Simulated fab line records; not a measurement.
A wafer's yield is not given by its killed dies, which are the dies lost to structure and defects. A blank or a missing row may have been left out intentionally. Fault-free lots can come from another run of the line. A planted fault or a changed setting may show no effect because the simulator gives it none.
fab line records | flow n5_finfet
record: lots: 5 | wafers: 15 | last_day: 17
route steps=1938 shown BEOL_M7@1300 BEOL_M8@1332 PASSIVATION@1936
lots that met no fault: from a run of the same line without faults
start_h: hours from the record's first day to the start of the lot's first wafer shown | wait_h: hours elapsed since this lot's preceding step | " the same as in the row above | L1.1+2: a row that stands for several wafers | - value missing, or start not given | * or withheld: withheld | < > ~ a bound
route shown NAME@n: a module of which the file shows steps, and the number in the route of the first | usual: the fault-free wafers' mean and standard deviation | same: alike in all rows | chamber/n: place in a boat | sites: per-site readings | _std_site: how widely they spread, as a standard deviation | _edge_site: inner sites' mean taken away from outer sites' mean | radius_mm: how far each site lies from the wafer's centre | mask NAME#n: copy n | behind: the tool/chamber that last shaped the wafer | hold: why the lot was held/for how many hours/how that ended | device: transistor that didn't switch, given as n, p or np | end of line: at the end of the route, the tests of the same wafers | a step without rows: its recipe alone | killed: dies that structure and defects cost at the first sort, which is not the same as the wafer's yield | map: the dies of a wafer, with x for killed, . for not killed, _ for no die there
set.NAME: the setting that was run; set.NAME@STEP: the one run at that earlier step | model.NAME: the simulator's own value behind a step, which no gauge read
a table for each step, a row for each wafer; lots at some steps of the route
services: a tool's chamber out of use, with start hour (start_h, from the record's first day; less than 0 if before it), hours out, and reason
== steps ==
step: N5_BEOL_M7_ETCH_72
recipe: chemistry: N2/H2 | target: underlayer | target_depth_a: 65 | mask_material: CAR-EUV | time_s: 5.2 | ion_energy_ev: 200 | pressure_mtorr: 30 | source_w: 840 | bias_w: 150 | n2_flow_sccm: 200 | h2_flow_sccm: 200 | ends: cleared
usual: drypump_motor_current_A: 5.8/0.62 | etch_rf_on_time_s: 5.18/0.087 | h2_flow_sccm: 200.1/0.62 | oes_product_au: 0.68/0.063 | rf_vpp_V: 524.0/2.7 | showerhead_plenum_p_Torr: 2.55/0.085 | throttle_valve_pct: 17.88/0.2
lot.wafer | tool        | chamber | start_h | wait_h | drypump_motor_current_A | etch_rf_on_time_s | h2_flow_sccm | oes_product_au | rf_hours_counter_h | rf_vpp_V | showerhead_plenum_p_Torr | throttle_valve_pct
L703.1    | rie_diel-06 | 2       | 236.02  | 0.0    | 6.6                     | 5.08              | 199.6        | 0.77           | 25                 | 523.9    | 2.59                     | 17.90
L703.3    | "           | 3       | "       | "      | 5.1                     | 5.30              | 199.5        | 0.60           | 219                | 518.5    | 2.41                     | 18.30
L703.5    | "           | 1       | "       | "      | 4.9                     | 5.29              | 200.4        | 0.61           | -                  | 524.0    | 2.51                     | 17.89
L704.1    | rie_diel-04 | 1       | 250.23  | 0.0    | 5.9                     | 5.11              | 199.2        | 0.64           | 165                | 526.6    | 2.65                     | 17.96
L704.4    | "           | 0       | "       | "      | 5.3                     | 5.27              | 199.8        | 0.77           | 34                 | 524.7    | 2.71                     | 17.64
L704.6    | "           | 2       | "       | "      | 6.2                     | 5.24              | 199.1        | 0.64           | -                  | 520.2    | 2.44                     | 18.10
L705.3    | rie_diel-04 | 1       | 252.50  | 0.0    | 5.9                     | 5.19              | 200.3        | 0.63           | 166                | 527.5    | 2.65                     | 17.98
L705.5    | "           | 2       | "       | "      | 6.2                     | 5.26              | 200.2        | 0.64           | -                  | 521.0    | 2.44                     | 18.11
L705.6    | "           | 3       | "       | "      | 5.9                     | 5.23              | 200.4        | 0.73           | -                  | 526.6    | 2.58                     | 17.67
L710.1    | rie_diel-06 | 1       | 285.34  | 0.0    | 4.9                     | 5.23              | 200.0        | 0.60           | 232                | 523.7    | 2.51                     | 17.94
L710.3    | "           | 0       | "       | "      | 6.3                     | 5.07              | 199.6        | 0.75           | 58                 | 526.3    | 2.59                     | 17.74
L710.5    | "           | 2       | "       | "      | 6.6                     | 5.04              | 200.4        | 0.75           | -                  | 527.9    | 2.59                     | 17.93
L718.2    | rie_diel-04 | 1       | 331.05  | 0.0    | 5.9                     | 5.16              | 198.9        | 0.63           | 189                | 527.7    | 2.64                     | 17.99
L718.3    | "           | 0       | "       | "      | 5.3                     | 5.31              | 199.6        | 0.74           | 57                 | 527.7    | 2.70                     | 17.67
L718.4    | "           | 2       | "       | "      | 6.2                     | 5.22              | 200.2        | 0.62           | 173                | 520.8    | 2.43                     | 18.18
step: N5_BEOL_M7_ETCH_65
recipe: chemistry: CF4 | target: SiARC | target_depth_a: 156 | mask_material: CAR-EUV | time_s: 26 | ion_energy_ev: 80 | pressure_mtorr: 40 | source_w: 545 | bias_w: 36 | Ar_flow_sccm: 100 | cf4_flow_sccm: 100 | ends: cleared
step: N5_BEOL_M7_ETCH_66
recipe: chemistry: N2/H2 | target: SOC | target_depth_a: 800 | overetch_a: 160 | mask_material: SiARC | temp_c: 40 | time_s: 120 | ion_energy_ev: 200 | pressure_mtorr: 30 | source_w: 840 | bias_w: 150 | n2_flow_sccm: 200 | h2_flow_sccm: 200
step: N5_BEOL_M7_STRIP_69
recipe: chemistry: N2/H2 | temp_c: 40 | n2_flow_sccm: 200 | h2_flow_sccm: 200 | rf_frequency_hz: 6e+07
step: N5_BEOL_M7_STRIP_73
recipe: chemistry: N2/H2 | temp_c: 40 | n2_flow_sccm: 200 | h2_flow_sccm: 200 | rf_frequency_hz: 6e+07
step: N5_BEOL_M7_VIA_ETCH_34
recipe: chemistry: C4F6/O2 | target: SiCOH_lowk | target_depth_a: 1255 | mask_material: SOC | taper_deg: 4 | time_s: 50.5 | ion_energy_ev: 250 | pressure_mtorr: 30 | source_w: 345 | bias_w: 185 | Ar_flow_sccm: 300 | C4F6_flow_sccm: 10 | O2_flow_sccm: 10
step: N5_BEOL_M7_STRIP_76
recipe: chemistry: C4F6/O2 | resist: SiARC | rf_frequency_hz: 6e+07
step: N5_BEOL_M7_STRIP_36
recipe: chemistry: N2/H2 | power_w: 450 | temp_c: 40 | pressure_mtorr: 20 | rf_frequency_hz: 6e+07 | overash_fraction: 0.3 | bias_power_w: 7 | h2_frac: 0.5 | n2_flow_sccm: 200 | h2_flow_sccm: 200
usual: drypump_motor_current_A: 5.8/0.63 | h2_flow_sccm: 199.9/0.65 | oes_product_au: 0.80/0.072 | rf_vpp_V: 59.2/1.4 | showerhead_plenum_p_Torr: 2.54/0.085 | throttle_valve_pct: 23.71/0.22
lot.wafer | tool        | chamber | start_h | wait_h | drypump_motor_current_A | h2_flow_sccm | oes_product_au | rf_hours_counter_h | rf_vpp_V | showerhead_plenum_p_Torr | throttle_valve_pct
L703.1    | rie_diel-06 | 2       | 236.22  | 0.0    | 6.6                     | 199.2        | 0.92           | 25                 | 58.1     | 2.59                     | 23.81
L703.3    | "           | 3       | "       | "      | 5.1                     | 199.9        | 0.71           | 219                | 59.1     | 2.41                     | 24.07
L703.5    | "           | 1       | "       | "      | 4.9                     | 199.7        | 0.72           | -                  | 61.6     | 2.51                     | 23.64
L704.1    | rie_diel-04 | 1       | 250.43  | 0.0    | 5.9                     | 199.7        | 0.76           | 165                | 59.1     | 2.64                     | 23.74
L704.4    | "           | 0       | "       | "      | 5.3                     | 200.9        | 0.91           | 34                 | 58.3     | 2.70                     | 23.38
L704.6    | "           | 2       | "       | "      | 6.2                     | 199.5        | 0.75           | -                  | 57.1     | 2.43                     | 24.04
L705.3    | rie_diel-04 | 1       | 252.70  | 0.0    | 5.9                     | 200.8        | 0.74           | 166                | 60.9     | 2.64                     | 23.74
L705.5    | "           | 2       | "       | "      | 6.2                     | 200.1        | 0.75           | -                  | 57.7     | 2.43                     | 24.04
L705.6    | "           | 3       | "       | "      | 5.8                     | 200.5        | 0.88           | -                  | 60.2     | 2.58                     | 23.51
L710.1    | rie_diel-06 | 1       | 285.54  | 0.0    | 4.9                     | 199.4        | 0.73           | 232                | 56.5     | 2.50                     | 23.67
L710.3    | "           | 0       | "       | "      | 6.3                     | 199.5        | 0.87           | 58                 | 58.1     | 2.58                     | 23.65
L710.5    | "           | 2       | "       | "      | 6.6                     | 199.1        | 0.89           | -                  | 60.2     | 2.58                     | 23.87
L718.2    | rie_diel-04 | 1       | 331.25  | 0.0    | 5.9                     | 199.7        | 0.74           | 189                | 57.4     | 2.63                     | 23.75
L718.3    | "           | 0       | "       | "      | 5.4                     | 199.3        | 0.87           | 57                 | 60.9     | 2.69                     | 23.44
L718.4    | "           | 2       | "       | "      | 6.2                     | 199.9        | 0.74           | 173                | 55.7     | 2.43                     | 24.07
step: N5_BEOL_M7_TRENCH_ETCH_37
recipe: chemistry: C4F6/O2 | target_depth_a: 934.78 | target: SiCOH_lowk | time_s: 31.2 | ion_energy_ev: 250 | pressure_mtorr: 30 | source_w: 345 | bias_w: 185 | Ar_flow_sccm: 300 | C4F6_flow_sccm: 10 | O2_flow_sccm: 10
step: N5_BEOL_M7_ETCH_41
recipe: chemistry: CH3F/O2 | target: SiCN | target_depth_a: 319 | taper_deg: 2 | time_s: 57.8 | ion_energy_ev: 120 | mask_material: TiN | pressure_mtorr: 30 | source_w: 395 | bias_w: 75 | Ar_flow_sccm: 150 | CH3F_flow_sccm: 30 | O2_flow_sccm: 20
usual: drypump_motor_current_A: 5.8/0.62 | oes_product_au: 0.80/0.074 | rf_vpp_V: 297.4/1.6 | showerhead_plenum_p_Torr: 2.01/0.066 | throttle_valve_pct: 16.32/0.2
lot.wafer | tool        | chamber | start_h | wait_h | drypump_motor_current_A | oes_product_au | rf_hours_counter_h | rf_vpp_V | showerhead_plenum_p_Torr | throttle_valve_pct
L703.1    | rie_diel-06 | 2       | -       | -      | 6.6                     | 0.91           | 25                 | 296.8    | 2.04                     | 16.30
L703.3    | "           | 3       | "       | "      | 5.1                     | 0.70           | 219                | 293.6    | 1.89                     | 16.72
L703.5    | "           | 1       | "       | "      | 5.0                     | 0.72           | -                  | 297.3    | 1.98                     | 16.41
L704.1    | rie_diel-04 | 1       | -       | -      | 5.9                     | 0.75           | 165                | 299.4    | 2.08                     | 16.45
L704.4    | "           | 0       | "       | "      | 5.3                     | 0.92           | 34                 | 299.8    | 2.13                     | 16.09
L704.6    | "           | 2       | "       | "      | 6.2                     | 0.75           | -                  | 296.6    | 1.93                     | 16.49
L705.3    | rie_diel-04 | 1       | -       | -      | 5.9                     | 0.76           | 166                | 299.1    | 2.08                     | 16.46
L705.5    | "           | 2       | "       | "      | 6.2                     | 0.74           | -                  | 296.1    | 1.93                     | 16.48
L705.6    | "           | 3       | "       | "      | 5.9                     | 0.86           | -                  | 299.1    | 2.03                     | 16.10
L710.1    | rie_diel-06 | 2       | -       | -      | 6.6                     | 0.89           | 39                 | 297.8    | 2.04                     | 16.30
L710.3    | "           | 3       | "       | "      | 5.1                     | 0.68           | 235                | 293.6    | 1.89                     | 16.73
L710.5    | "           | 3       | "       | "      | 5.1                     | 0.69           | -                  | 294.6    | 1.89                     | 16.73
L718.2    | rie_diel-04 | 1       | -       | -      | 5.9                     | 0.74           | 189                | 299.7    | 2.08                     | 16.49
L718.3    | "           | 0       | "       | "      | 5.3                     | 0.88           | 57                 | 299.5    | 2.12                     | 16.14
L718.4    | "           | 2       | "       | "      | 6.2                     | 0.73           | 173                | 296.8    | 1.92                     | 16.55
step: N5_BEOL_M7_STRIP_80
recipe: chemistry: N2/H2 | time_s: 10 | power_w: 450 | temp_c: 40 | pressure_mtorr: 20 | rf_frequency_hz: 6e+07 | bias_power_w: 7 | n2_flow_sccm: 200 | h2_flow_sccm: 200
step: N5_BEOL_M7_OCD_MEAS_38
usual: trench_depth_nm: 93.5/1.4
lot.wafer | tool   | chamber | start_h | wait_h | trench_depth_nm
L703.1    | ocd-02 | -       | 236.42  | -      | 95.6
L703.3    | "      | -       | "       | "      | 91.1
L703.5    | "      | -       | "       | "      | 91.5
L704.1    | ocd-01 | -       | 250.63  | -      | 94.3
L704.4    | "      | -       | "       | "      | 92.9
L704.6    | "      | -       | "       | "      | 92.5
L705.3    | ocd-01 | -       | 252.90  | -      | 94.6
L705.5    | "      | -       | "       | "      | 91.9
L705.6    | "      | -       | "       | "      | 93.2
L710.1    | ocd-02 | -       | 285.73  | -      | 95.0
L710.3    | "      | -       | "       | "      | 95.3
L710.5    | "      | -       | "       | "      | 95.2
L718.2    | ocd-01 | -       | 331.45  | -      | 94.3
L718.3    | "      | -       | "       | "      | 93.0
L718.4    | "      | -       | "       | "      | 92.7
step: N5_BEOL_M7_HM_STRIP_39
recipe: chemistry: peroxide_tin_strip | material: TiN | target_depth_a: 250 | temp_c: 50 | time_s: 158
lot.wafer  | tool         | chamber | start_h | wait_h
L703.1+3+5 | wet_bench-02 | 6,5,0   | 236.45  | 0.0
L704.1+4+6 | wet_bench-04 | 7,0,5   | 250.66  | 0.0
L705.3+5+6 | wet_bench-02 | 5,1,4   | 252.93  | 0.0
L710.1+3+5 | wet_bench-02 | 0,1,2   | 285.77  | 0.0
L718.2+3+4 | wet_bench-01 | 4,5,3   | 331.48  | 0.0
step: N5_BEOL_M7_SRD_40
recipe: time_s: 30 | temp_c: 23 | rinse_liquid: diw | dry: ipa_marangoni
step: N5_BEOL_M7_PRECLEAN_42
recipe: chemistry: residue_remover | time_s: 60 | temp_c: 40
step: N5_BEOL_M7_SRD_43
recipe: time_s: 30 | temp_c: 23 | rinse_liquid: diw | dry: ipa_marangoni
step: N5_BEOL_M7_CD_MEAS_35
recipe: target_cd_nm: 40 | polarity: opening
usual: cd_nm: 39.9/0.49
lot.wafer | tool      | chamber | start_h | wait_h | cd_nm
L703.1    | cd_sem-03 | -       | 236.57  | 0.0    | 40.6
L703.3    | "         | -       | "       | "      | 40.5
L703.5    | "         | -       | "       | "      | 40.0
L704.1    | cd_sem-01 | -       | 250.78  | 0.0    | 39.5
L704.4    | "         | -       | "       | "      | 40.5
L704.6    | "         | -       | "       | "      | 40.1
L705.3    | cd_sem-01 | -       | 253.05  | 0.0    | 40.1
L705.5    | "         | -       | "       | "      | 39.6
L705.6    | "         | -       | "       | "      | 39.1
L710.1    | cd_sem-03 | -       | 285.89  | 0.0    | 39.2
L710.3    | "         | -       | "       | "      | 39.5
L710.5    | "         | -       | "       | "      | 39.1
L718.2    | cd_sem-02 | -       | 331.60  | 0.0    | 40.4
L718.3    | "         | -       | "       | "      | 39.6
L718.4    | "         | -       | "       | "      | 40.7
step: N5_BEOL_M7_CURE_75
recipe: temp_c: 370 | time_s: 120 | ambient: DMADMS/He | material: SiCOH_lowk
usual: lamp_power_pct: 52.32/0.053 | wafer_temp_C_max: 372.0/0.72
lot.wafer | tool       | chamber | start_h | wait_h | lamp_power_pct | wafer_temp_C_max
L703.1    | uv_cure-03 | 0       | 236.61  | 0.0    | 52.37          | 371.3
L703.3    | "          | 0       | "       | "      | 52.33          | 372.1
L703.5    | "          | 0       | "       | "      | 52.31          | 371.1
L704.1    | uv_cure-02 | 2       | 250.82  | 0.0    | 52.29          | 372.2
L704.4    | "          | 2       | "       | "      | 52.28          | 371.8
L704.6    | "          | 2       | "       | "      | 52.38          | 371.7
L705.3    | uv_cure-01 | 0       | 253.41  | 0.4    | 52.25          | 371.2
L705.5    | "          | 0       | "       | "      | 52.29          | 371.1
L705.6    | "          | 0       | "       | "      | 52.28          | 371.3
L710.1    | uv_cure-02 | 0       | 286.36  | 0.5    | 52.38          | 371.4
L710.3    | "          | 0       | "       | "      | 52.16          | 371.8
L710.5    | "          | 0       | "       | "      | 52.33          | 371.2
L718.2    | uv_cure-01 | 0       | 331.74  | 0.1    | 52.26          | 371.6
L718.3    | "          | 0       | "       | "      | 52.37          | 371.1
L718.4    | "          | 0       | "       | "      | 52.27          | 372.0
step: N5_BEOL_M7_DEGAS_44
recipe: ambient: vacuum | temp_c: 250 | time_s: 60
step: N5_BEOL_M7_PRE_CLEAN_45
recipe: gas: H2/He | time_s: 30 | temp_c: 250
step: N5_BEOL_M7_ALD_77
recipe: material: TaN | target_thk_a: 20 | temp_c: 275 | ald_precursor_family: PDMAT | ald_co_reactant: NH3 | pressure_torr: 3 | carrier_flow_sccm: 1500 | pulse_time_s: 2 | purge_time_s: 3 | co_reactant_purge_time_s: 2 | co_reactant_pulse_time_s: 3 | ald_cycles: 40 | precursor_vessel_temp_c: 75 | precursor_vessel_pressure_torr: 26.25 | precursor_vessel_carrier_sccm: 1000
step: N5_BEOL_M7_SURFACE_TREAT_79
recipe: gas: Ar | time_s: * | ion_energy_ev: * | ion_current_ma_cm2: 0.5 | pressure_mtorr: * | ar_flow_sccm: 30
step: N5_BEOL_M7_CVD_78
recipe: material: Co | target_thk_a: 20 | temp_c: withheld | precursor: CCTBA/H2 | pressure_torr: 30 | time_s: 142.3
step: N5_BEOL_M7_SPUTTER_48
recipe: material: Cu | target_thk_a: 100 | temp_c: -20 | bias_v: 60 | power_w: 26000 | chamber_pressure_pa: 0.13 | time_s: 1.667
step: N5_BEOL_M7_ECD_50
recipe: material: Cu | target_thk_a: 3000
step: N5_BEOL_M7_ANNEAL_51
recipe: temp_c: 225 | time_s: 90 | ambient: N2
step: N5_BEOL_M7_CMP_52
recipe: stop_on: SiCOH_lowk | t_overpolish_s: 6.9 | down_force_psi: 1 | platen_rpm: 50 | clearing_platen_down_force_psi: 1.5 | clearing_platen_rpm: 50 | post_cmp_clean: cu_alkaline | target_thk_nm: 80 | clearing_platen_pad_velocity_m_s: 0.99484 | pad_velocity_m_s: 0.99484
step: N5_BEOL_M7_THK_MEAS_53
recipe: thk_meas_gauge: xrf | reads: Cu_of_BEOL_M7_ECD_50
usual: M7_THK: 80.3/1.7
lot.wafer | tool          | chamber | start_h | wait_h | M7_THK[nm]
L703.1    | film_metro-02 | -       | 239.10  | -      | 81.6
L703.3    | "             | -       | "       | "      | 76.6
L703.5    | "             | -       | "       | "      | 78.4
L704.1    | film_metro-01 | -       | 253.99  | -      | 82.6
L704.4    | "             | -       | "       | "      | 81.6
L704.6    | "             | -       | "       | "      | 79.3
L705.3    | film_metro-02 | -       | 256.90  | -      | 81.1
L705.5    | "             | -       | "       | "      | 78.4
L705.6    | "             | -       | "       | "      | 77.9
L710.1    | film_metro-02 | -       | 290.12  | -      | 82.4
L710.3    | "             | -       | "       | "      | 82.3
L710.5    | "             | -       | "       | "      | 81.3
L718.2    | film_metro-01 | -       | 335.38  | -      | 81.1
L718.3    | "             | -       | "       | "      | 80.0
L718.4    | "             | -       | "       | "      | 80.0
step: N5_BEOL_M7_PRE_CLEAN_55
recipe: gas: NH3 | time_s: 15 | temp_c: withheld | rf_power_w: 300
step: N5_BEOL_M7_DEP_56
recipe: material: SiCN | target_thk_a: 100 | temp_c: withheld | precursor: 3MS/NH3 | pressure_torr: 3 | rf_w: 202 | time_s: 17.5
step: N5_BEOL_M7_RS_MEAS_57
recipe: thk_meas_gauge: four-point-probe | reads: Cu_of_BEOL_M7_ECD_50+Co_of_BEOL_M7_CVD_78+TaN_of_BEOL_M7_ALD_77
usual: M7_RS: 0.286/0.0068
lot.wafer | tool          | chamber | start_h | wait_h | M7_RS[ohm/sq]
L703.1    | film_metro-02 | -       | 239.23  | 0.1    | 0.277
L703.3    | "             | -       | "       | "      | 0.299
L703.5    | "             | -       | "       | "      | 0.291
L704.1    | film_metro-01 | -       | 254.12  | 0.1    | 0.279
L704.4    | "             | -       | "       | "      | 0.283
L704.6    | "             | -       | "       | "      | 0.292
L705.3    | film_metro-02 | -       | 257.03  | 0.1    | 0.277
L705.5    | "             | -       | "       | "      | 0.290
L705.6    | "             | -       | "       | "      | 0.290
L710.1    | film_metro-02 | -       | 290.25  | 0.1    | 0.277
L710.3    | "             | -       | "       | "      | 0.278
L710.5    | "             | -       | "       | "      | 0.281
L718.2    | film_metro-01 | -       | 335.51  | 0.1    | 0.282
L718.3    | "             | -       | "       | "      | 0.287
L718.4    | "             | -       | "       | "      | 0.287
step: N5_BEOL_M8_ILD_DEP_00
recipe: material: SiCOH_lowk | target_thk_a: 1797.5 | temp_c: 300 | precursor: DEMS/porogen | pressure_torr: 5 | rf_w: 500 | time_s: 33.4
step: N5_BEOL_M8_CURE_74
recipe: temp_c: 385 | time_s: 240 | ambient: He/Ar | material: SiCOH_lowk
step: N5_BEOL_M8_THK_MEAS_01
recipe: reads: SiCOH_lowk_of_BEOL_M8_ILD_DEP_00
usual: M8_ILD_THK: 155.0/2
lot.wafer | tool          | chamber | start_h | wait_h | M8_ILD_THK[nm]
L703.1    | film_metro-02 | -       | 240.35  | 0.8    | 154.7
L703.3    | "             | -       | "       | "      | 155.5
L703.5    | "             | -       | "       | "      | 155.5
L704.1    | film_metro-02 | -       | 254.76  | 0.4    | 152.7
L704.4    | "             | -       | "       | "      | 156.4
L704.6    | "             | -       | "       | "      | 156.8
L705.3    | film_metro-02 | -       | 258.15  | 0.5    | 153.9
L705.5    | "             | -       | "       | "      | 156.4
L705.6    | "             | -       | "       | "      | 155.8
L710.1    | film_metro-02 | -       | 290.89  | 0.4    | 153.8
L710.3    | "             | -       | "       | "      | 153.1
L710.5    | "             | -       | "       | "      | 155.1
L718.2    | film_metro-01 | -       | 336.15  | 0.4    | 152.1
L718.3    | "             | -       | "       | "      | 153.5
L718.4    | "             | -       | "       | "      | 153.9
step: N5_BEOL_M8_PECVD_70
recipe: material: SiO2 | target_thk_a: 200 | temp_c: 400 | precursor: TEOS/O2 | pressure_torr: 5.5 | rf_w: 450 | teos_flow_sccm: 53.8 | gas: O2 | flow_sccm: 3000 | time_s: 22.7
usual: heater_power_w: 736/140 | showerhead_plenum_p_Torr: 8.80/0.066 | showerhead_vpp_V: 1356/75 | throttle_valve_pct: 22.7/1
lot.wafer | tool     | chamber | start_h | wait_h | heater_power_w | showerhead_plenum_p_Torr | showerhead_vpp_V | throttle_valve_pct
L703.1    | pecvd-01 | 0       | 240.39  | 0.0    | 798            | 8.86                     | 1281             | 23.3
L703.3    | "        | 2       | "       | "      | 992            | 8.95                     | 1385             | 23.5
L703.5    | "        | 0       | "       | "      | 801            | 8.87                     | 1313             | 23.3
L704.1    | pecvd-02 | 2       | 254.79  | 0.0    | 607            | 8.79                     | 1325             | 21.2
L704.4    | "        | 0       | "       | "      | 706            | 8.77                     | 1408             | 22.2
L704.6    | "        | 2       | "       | "      | 589            | 8.80                     | 1285             | 21.0
L705.3    | pecvd-01 | 2       | 258.19  | 0.0    | 1014           | 8.94                     | 1378             | 23.6
L705.5    | "        | 0       | "       | "      | 881            | 8.84                     | 1308             | 23.4
L705.6    | "        | 1       | "       | "      | 638            | 8.77                     | 1384             | 24.7
L710.1    | pecvd-04 | 0       | 290.93  | 0.0    | 867            | 8.76                     | 1240             | 22.0
L710.3    | "        | 2       | "       | "      | 689            | 8.70                     | 1510             | 21.7
L710.5    | "        | 0       | "       | "      | 885            | 8.77                     | 1254             | 22.6
L718.2    | pecvd-04 | 0       | 336.19  | 0.0    | 842            | 8.78                     | 1256             | 22.4
L718.3    | "        | 1       | "       | "      | 572            | 8.73                     | 1442             | 22.5
L718.4    | "        | 0       | "       | "      | 839            | 8.78                     | 1241             | 22.3
step: N5_BEOL_M8_HM_DEP_02
recipe: material: TiN | target_thk_a: 200 | temp_c: 25 | chamber_pressure_pa: 0.49996
step: N5_BEOL_M8_COAT_59
recipe: resist: SOC | temp_c: 250 | time_s: 60 | spin_rpm: 1500 | resist_thk_nm: 100
step: N5_BEOL_M8_COAT_60
recipe: resist: SiARC | temp_c: 220 | time_s: 60 | spin_rpm: 1500 | resist_thk_nm: 35
step: N5_BEOL_M8_COAT_05
recipe: resist: CAR-ArF | spin_rpm: 1500 | resist_thk_nm: 90
step: N5_BEOL_M8_EBR_07
recipe: solvent: PGMEA | ebr_width_mm: 1.5
step: N5_BEOL_M8_SOFTBAKE_06
recipe: temp_c: 110 | time_s: 60 | resist: CAR-ArF
step: N5_PASSIVATION_PROBE_49
usual: defect_limited_yield: 91.5/1.3 | killed_at_M0_to_M3: 33/10 | killed_at_M4_up: 13/4 | killed_at_contacts: 12/6.3 | killed_at_front_end: 39/11 | killed_at_other: 3.4/2.6 | killed_dies: 100/15 | killed_on_rim: 13/4 | killed_open: 65/11 | killed_short: 34/7.8 | sort_bin_5_function: 5.0/0.89 | sort_bin_6_memory: 3.2/0.58 | sort_n_pass: 1080/15 | sort_yield_pct: 91.5/1.3
same: gross_dies: 1180 | killed_at_back_side: 0 | sort_bin_4_leakage[%]: 0 | sort_bin_8_speed[%]: 0
lot.wafer | tool      | chamber | start_h | wait_h | defect_limited_yield[%] | killed_at_M0_to_M3 | killed_at_M4_up | killed_at_contacts | killed_at_front_end | killed_at_other | killed_dies | killed_on_rim | killed_open | killed_short | sort_bin_5_function[%] | sort_bin_6_memory[%] | sort_n_pass | sort_yield_pct[%]
L710.5    | prober-01 | -       | 369.57  | 0.2    | 85.9                    | 52                 | 77              | 6                  | 29                  | 2               | 166         | 25            | 69          | 30           | 9.2                    | 3.7                  | 1014        | 85.9
killed by level:class
L710.5 BEOL_M7:unspecified=64 BEOL_M0_SAQP:geometric_particle:open=19 BEOL_M0_SAQP:geometric_particle:short=11 FIN_SAQP:geometric_particle:short=9 BEOL_M3:geometric_particle:open=7 FIN_SAQP:geometric_particle:open=6 MOL_CONTACT_COAG:geometric_particle:open=6 BEOL_M2:geometric_particle:open=6
map L710.5 (x killed, . not)
_________________x.....x.....________________
______________...x....x....x...._____________
___________..............x....x....__________
__________...........x........x....._________
________........x...x..............x.._______
_______................x...............______
______..............x.................xx_____
_____....................................____
____...x...x.x...x.x.x.x.............x....___
___.....x.........x........................__
___..........xx.......................x....__
__........x..........................x......_
__....x..........x...x.............xx......._
_x................x.........x................
_...x......xx.....x........x.xx....x...x.....
_..x....................x....................
_.......x..x......................x.......x..
_....x....x............x.....................
_............................x......x.....x..
_.x......x.....x............x...x.......xx...
_x.........x............................x....
__......x.......x......x...................._
__..x.............x......................xx._
___..x.x........x..........................__
___......x........x...................x....__
____.x...x......xx..x..........x..........___
_____..x.............x..xx....xx.........____
______........x.x..x.x.x.x...x....x....._____
_______...........xxx.x.xxxxxx.........______
________.............xxxxxxx.xx.....x._______
__________...........xx.xxxxxxxxx.x._________
___________.........x.xxxxxxxxxxx..__________
______________.....xxx.xxxxxxxxx_____________
_________________.....xxxxxxx________________
map L703.3 (x killed, . not)
_________________............________________
______________.................._____________
___________....x..x...xx.x.........__________
__________.........x.x.............x_________
________.........x...................._______
_______.....x.....x.........x....x.....______
______.x................................_____
_____...........x................x..xx...____
____............x....................x....___
___......................x.....x....x......__
___x.........x........x..........x......x.x__
__................x.....x.xx..........x....._
__x....................x....x..............x_
_.x.........................x...........x....
_.....x......................x...x..........x
_..........x.x.............x......x..........
_.............x.xx...........................
_..........x..........................x....x.
_....x..x....x.....x.............x...........
_......................x.....x........x.....x
_...............x..........................x.
__.........................................._
__.........................x..xxx..........._
___...xx..............x.x..................__
___.x......................................__
____............................x.........___
_____..x.......................x.........____
______...x.....x.xx..............x......_____
_______.......x........................______
________.................x..x........._______
__________x........x...x...x........_________
___________......x....x..x.........__________
______________x...x..x.........._____________
_________________.........x..________________
== services ==
tool        | chamber | start_h | hours | kind
rie_diel-06 | -       | 213.84  | 2.8   | pm
uv_cure-01  | -       | 220.60  | 2.1   | pm
pecvd-01    | 0       | 227.89  | 4.0   | repair
rie_diel-04 | -       | 228.29  | 14.6  | pm
rie_diel-04 | 2       | 255.92  | 2.1   | repair
pecvd-04    | 2       | 263.06  | 2.1   | scheduled_down
pecvd-01    | -       | 274.98  | 0.7   | repair
uv_cure-02  | -       | 291.28  | 1.2   | repair
pecvd-02    | -       | 307.15  | 0.7   | repair
pecvd-04    | 1       | 324.98  | 5.5   | scheduled_down
uv_cure-03  | -       | 331.52  | 1.0   | pm
rie_diel-06 | 3       | 333.41  | 3.6   | repair
== key ==
first_sign: step: N5_PASSIVATION_PROBE_49 | reading: killed_at_M4_up | direction: up | sigmas: 16 | usual: 13 | struck: 77
effect: step: N5_PASSIVATION_PROBE_49 | reading: killed_dies | direction: up | sigmas: 4.3 | usual: 100 | struck: 166
more_kills_born_at: N5_BEOL_M7_HM_STRIP_39@wet_bench-02: 64
met_at N5_BEOL_M7_HM_STRIP_39
struck_wafers L710.5
fault: kind: chamber_particle_source | tool: wet_bench-02 | chamber: 2 | onset_h: 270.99 | steps: N5_BEOL_M7_HM_STRIP_39 | rate_per_visit_cm2: 0.42592 | end_h: 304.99
